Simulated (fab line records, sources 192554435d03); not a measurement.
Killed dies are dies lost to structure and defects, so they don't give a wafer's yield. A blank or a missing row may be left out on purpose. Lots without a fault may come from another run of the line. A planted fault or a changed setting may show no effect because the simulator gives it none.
Chamber matching | flow n5_finfet | N5_BEOL_M8_DEP_56 on pecvd-04: 3 sister chambers
The step deposits SiCN from 3MS/NH3, target thk 10 nm, time 17.5 s. 6 wafers are shown with their chamber, then 9 later ones without.

WAFERS WITH THEIR CHAMBER
wafer  | chamber | throttle_valve_pct (%) | showerhead_plenum_p_Torr (Torr)
L084.3 | 0       | 9.4                    | 3.675
L084.5 | 0       | 9.0                    | 3.670
L086.1 | 2       | 8.1                    | 3.660
L088.2 | 1       | 8.8                    | 3.663
L088.3 | 2       | 8.2                    | 3.666
L088.5 | 1       | 8.9                    | 3.668

WAFERS WITHOUT THEIR CHAMBER
wafer  | throttle_valve_pct (%) | showerhead_plenum_p_Torr (Torr)
L090.3 | 8.7                    | 3.673
L090.4 | 8.2                    | 3.665
L090.6 | 8.2                    | 3.661
L092.2 | 9.0                    | 3.658
L092.4 | 8.5                    | 3.661
L092.6 | 9.2                    | 3.663
L095.1 | 8.4                    | 3.661
L095.3 | 9.1                    | 3.661
L095.4 | 8.3                    | 3.663

WHICH CHAMBER EACH WENT THROUGH
wafer  | from the rows above          | in truth
L090.3 | can't be placed: 1 or 0 or 2 | 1
L090.4 | 2                            | 2
L090.6 | 2                            | 2
L092.2 | can't be placed: 1 or 0      | 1
L092.4 | can't be placed: 2 or 1      | 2
L092.6 | can't be placed: 1 or 0      | 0
L095.1 | can't be placed: 2 or 1      | 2
L095.3 | can't be placed: 1 or 0      | 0
L095.4 | 2                            | 2
Placed correctly: 3 of 9. Can't be placed from these rows: 6 (the true chamber is among the candidates in 6). Placed wrongly: 0.
How it was worked out, from the rows above alone: a wafer's distance from a chamber is the root of the sum, over the readings, of the square of ((its reading less the chamber's mean) divided by the reading's scatter). The wafer belongs to the nearest chamber; if the next one is less than 2 further off, it can't be placed. A chamber's mean is the mean of its shown wafers. The scatter: the root of (the sum of the squares of (reading less its chamber's mean) over the shown wafers, divided by (wafers less chambers)).
